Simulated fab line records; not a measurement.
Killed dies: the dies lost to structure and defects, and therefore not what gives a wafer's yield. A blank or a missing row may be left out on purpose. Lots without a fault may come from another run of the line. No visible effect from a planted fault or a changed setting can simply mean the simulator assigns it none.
Split-lot trial | flow n5Finfet | 39 wafers read across 7 lots, on a route 1938 steps long

== SPLIT DETAILS ==
At N5_BEOL_M11_ILD_DEP_00 (deposits SiCOH lowk from DEMS/porogen, target thk 308.51 nm, time 58 s), the setting timeS was moved away from the recipe's 58 s on 15 of the 39 wafers read, by -58.5% to +50.0%. All remaining wafers had this setting at the recipe value.

== FROM THE SPLIT ON TO THE READING: in between, the file shows 1 step ==
- N5_BEOL_M11_CURE_71: cures SiCOH lowk, time 240 s

== THE READING ==
M11_ILD_THK in nanometres, read at N5_BEOL_M11_THK_MEAS_01. On this fab line, fault-free wafers typically give 269 nm with a standard deviation of 3.4 nm.

wafer  | tool, chamber at the split | timeS as run, s | against the recipe | M11_ILD_THK, nm | against lot-mates on the recipe
L075.1 | pecvd-04, 2                | 58              | recipe             | 262             | -
L075.2 | pecvd-04, 1                | 70.12           | +20.9%             | 325             | +60
L075.3 | pecvd-04, 0                | 58              | recipe             | 264             | -
L075.4 | pecvd-04, 1                | 70.12           | +20.9%             | 328             | +63
L075.5 | pecvd-04, 2                | 70.12           | +20.9%             | 324             | +59
L075.6 | pecvd-04, 0                | 58              | recipe             | 270             | -
L076.1 | pecvd-03, 0                | 58              | recipe             | 270             | -
L076.2 | pecvd-03, 2                | 78.9            | +36.0%             | 370             | +98
L076.3 | pecvd-03, 1                | 58              | recipe             | 271             | -
L076.4 | pecvd-03, 0                | 78.9            | +36.0%             | 371             | +99
L076.5 | pecvd-03, 1                | 78.9            | +36.0%             | 376             | +104
L076.6 | pecvd-03, 2                | 58              | recipe             | 275             | -
L085.1 | pecvd-02, 2                | 74.73           | +28.8%             | 345             | +77
L085.2 | pecvd-02, 1,2              | 58              | recipe             | 268             | -
L085.3 | pecvd-02, 0                | 58              | recipe             | 268             | -
L085.4 | pecvd-02, 1                | 74.73           | +28.8%             | 350             | +82
L085.5 | pecvd-02, 1,2              | 58              | recipe             | 268             | -
L085.6 | pecvd-02, 0                | 74.73           | +28.8%             | 347             | +79
L089.1 | pecvd-02, 1                | 58              | recipe             | 270             | -
L089.2 | pecvd-02, 0                | 58              | recipe             | 265             | -
L089.3 | pecvd-02, 2                | 58              | recipe             | 267             | -
L092.1 | pecvd-03, 0                | 58              | recipe             | 267             | -
L092.2 | pecvd-03, 1                | 86.99           | +50.0%             | 403             | +135
L092.3 | pecvd-03, 2                | 58              | recipe             | 267             | -
L092.4 | pecvd-03, 2                | 86.99           | +50.0%             | 409             | +141
L092.5 | pecvd-03, 1                | 58              | recipe             | 269             | -
L092.6 | pecvd-03, 0                | 86.99           | +50.0%             | 411             | +143
L095.1 | pecvd-03, 0                | 58              | recipe             | 266             | -
L095.2 | pecvd-03, 2                | 58              | recipe             | 269             | -
L095.3 | pecvd-03, 1                | 58              | recipe             | 267             | -
L095.4 | pecvd-03, 0                | 58              | recipe             | 266             | -
L095.5 | pecvd-03, 1                | 58              | recipe             | 268             | -
L095.6 | pecvd-03, 2                | 58              | recipe             | 275             | -
L097.1 | pecvd-02, 1                | 58              | recipe             | 265             | -
L097.2 | pecvd-02, 0                | 24.05           | -58.5%             | 112             | -154
L097.3 | pecvd-02, 2                | 58              | recipe             | 267             | -
L097.4 | pecvd-02, 1                | 24.05           | -58.5%             | 117             | -149
L097.5 | pecvd-02, 2                | 58              | recipe             | 267             | -
L097.6 | pecvd-02, 0                | 24.05           | -58.5%             | 117             | -149
When a row names more than one chamber, that row covers several wafers, and the file does not tell which wafer ran in which chamber.

FIT RESULTS
A straight line over all 39 wafers: M11_ILD_THK changes by +2.72 nm for each +1% of timeS; r = +1.00; the points scatter about the line by 3.7 nm.
The same after taking each lot's own level away (the mean of its wafers on the recipe; 39 wafers): +2.69 nm for each +1%; r = +1.00; scatter 3.4 nm.
Per that fit: largest timeS move, reading shift of 1.6e+02 nm.
From 265.3 to 272.0 nm: that is the span of the lots' own levels, equal to 2.0 times the standard deviation above.
Hence the lot-to-lot level has little effect on the slope; both slopes agree.
Check: -157 nm against its lot-mates is what the line predicts for one of the wafers moved furthest among these (-58.5%) when that wafer is left out of the fit. Against them it came out at -154 nm.

== ADDITIONAL SPLITS CARRIED BY THESE WAFERS ==
Other splits were also applied to these wafers ahead of the reading. Each is held against what the fit with the lots' levels taken away leaves over:
other split on the same wafers   | wafers away from the commonest value | r with M11_ILD_THK (lot level and that fit taken away)
N5_BEOL_M8_ILD_DEP_00 targetThkA | 12                                   | -0.14

== THE WHOLE CHAIN: every reading that the file lists as answering this split, in the file's order ==
step                    | what it does                                                           | reading                                                                                  | change (the file's fit)              | r (the file's)
N5_BEOL_M11_ILD_DEP_00  | deposits SiCOH lowk from DEMS/porogen, target thk 308.51 nm, time 58 s | SiCOH_lowk_of_BEOL_M11_ILD_DEP_00.thkNm (the simulator's own value, which no gauge read) | +3.06 nm for each +1% of the setting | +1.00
N5_BEOL_M11_CURE_71     | cures SiCOH lowk, time 240 s                                           | SiCOH_lowk_of_BEOL_M11_ILD_DEP_00.thkNm (the simulator's own value, which no gauge read) | +2.71 nm for each +1% of the setting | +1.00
N5_BEOL_M11_THK_MEAS_01 |                                                                        | M11_ILD_THK                                                                              | +2.71 for each +1% of the setting    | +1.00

== FILE'S OWN FIT ==
M11_ILD_THK changes by +2.71 nm for each +1% of timeS, r = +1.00.
